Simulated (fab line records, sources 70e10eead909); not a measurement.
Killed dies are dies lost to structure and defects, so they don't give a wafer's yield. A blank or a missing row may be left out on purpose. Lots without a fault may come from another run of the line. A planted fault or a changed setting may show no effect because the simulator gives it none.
A struck lot beside a sound one | flow nand_harc | 14 steps out of a route of 1302
Sound: wafers L111.4, L111.5, L111.6. Struck: wafers L120.2, L120.4. The cause comes at the end.
At each step with rows: each side's tool, then ch and its chambers, then its first start. Under that, the readings that differ: sound wafers | struck wafers | difference of the means | sigmas: that difference in standard deviations of wafers without a fault.
alike: readings whose means differ by less than 2 such deviations, and words and numbers that are the same on both sides. not compared: withheld readings, readings that some wafer has no value for, bounds like >300 that may hide the same value, and numbers for which the record gives no deviation and whose values overlap.
The two part at a step that has a row with sigmas, a row that says differs or no value, or rows on one side only. Numbers that don't overlap but have no deviation are shown without sigmas and don't part them. A reading that every wafer of one side lacks parts them only if that side has two wafers or more.

first, 2 steps without rows for these wafers: NHARC_A_DECK1_JOINT_ANNEAL_28 (time 1800 s); NHARC_A_DECK1_JOINT_ANNEAL_29 (time 1800 s).
NHARC_A_DECK1_JOINT_CMP_02: polishes SiOx.
  sound on cmp-02 ch 0,1, day 13 08:53; struck on cmp-04 ch 1,3, day 17 17:16
  alike: motor_current_A
then, 1 step without rows for these wafers: NHARC_A_DECK1_JOINT_SRD_15.
NHARC_A_DECK1_JOINT_DEP_16: deposits SiO2, target thk 45 nm.
  sound on pecvd-02 ch 0,1,2, day 13 09:20; struck on pecvd-02 ch 0, day 17 17:40
  alike: heater_power_w, throttle_valve_pct
  not compared: since_wet_clean_h
NHARC_A_DECK1_JOINT_THK_MEAS_17: measures by ellipsometry.
  sound on film_metro-02, day 13 09:32; struck on film_metro-01, day 17 17:55
  reading     | sound          | struck    | difference | sigmas
  thk_nm (nm) | 47.1 45.9 47.1 | 43.2 44.7 | -2.8       | -2
NHARC_A_DECK1_JOINT_INSPECT_05:
  sound on defect_inspect-02, day 13 09:34; struck on defect_inspect-01, day 17 17:56
  alike: raw_defect_count
then, 1 step without rows for these wafers: NHARC_A_ONON_D2_DEP_00 (target thk 1000 nm).
NHARC_A_ONON_D2_THK_MEAS_02: measures by ellipsometry.
  sound on film_metro-02, day 13 10:09; struck on film_metro-01, day 17 18:31
  reading     | sound       | struck    | difference | sigmas
  thk_nm (nm) | 990 992 992 | 1015 1013 | +23        | +2
then, 1 step without rows for these wafers: NHARC_A_ONON_D2_DEP_03 (target thk 1000 nm).
NHARC_A_ONON_D2_THK_MEAS_05: measures by ellipsometry.
  sound on film_metro-02, day 13 10:43; struck on film_metro-02, day 17 19:05
  alike: thk_nm
NHARC_A_ONON_D2_DEP_06: target thk 1000 nm.
  sound on pecvd_onon-03 ch 0, day 13 10:56; struck on pecvd_onon-04 ch 0, day 17 19:12
NHARC_A_ONON_D2_THK_MEAS_08: measures by ellipsometry.
  sound on film_metro-02, day 13 11:17; struck on film_metro-01, day 17 19:50
  reading     | sound       | struck    | difference | sigmas
  thk_nm (nm) | 994 994 992 | 1148 1151 | +156       | +18
  not compared: hold
-- the record jumps here: 12 days lie between the struck wafers' starts before and after (it left off in module A_ONON_D2 and takes up again in module END, whose first step shown is number 1302 of the route) --
NHARC_END_SORT_01:
  sound on prober-01 ch 0, day 25 12:13; struck on prober-02 ch 0, day 29 16:45
  alike: killed_at_array, killed_at_other, killed_at_periphery, killed_dies, killed_open, killed_short

WHERE THEY PART
First at NHARC_A_DECK1_JOINT_THK_MEAS_17; last, within this record, at NHARC_A_ONON_D2_THK_MEAS_08. Later steps at which nothing parts them and some readings are alike: NHARC_END_SORT_01.

WHY: what the simulator had put in
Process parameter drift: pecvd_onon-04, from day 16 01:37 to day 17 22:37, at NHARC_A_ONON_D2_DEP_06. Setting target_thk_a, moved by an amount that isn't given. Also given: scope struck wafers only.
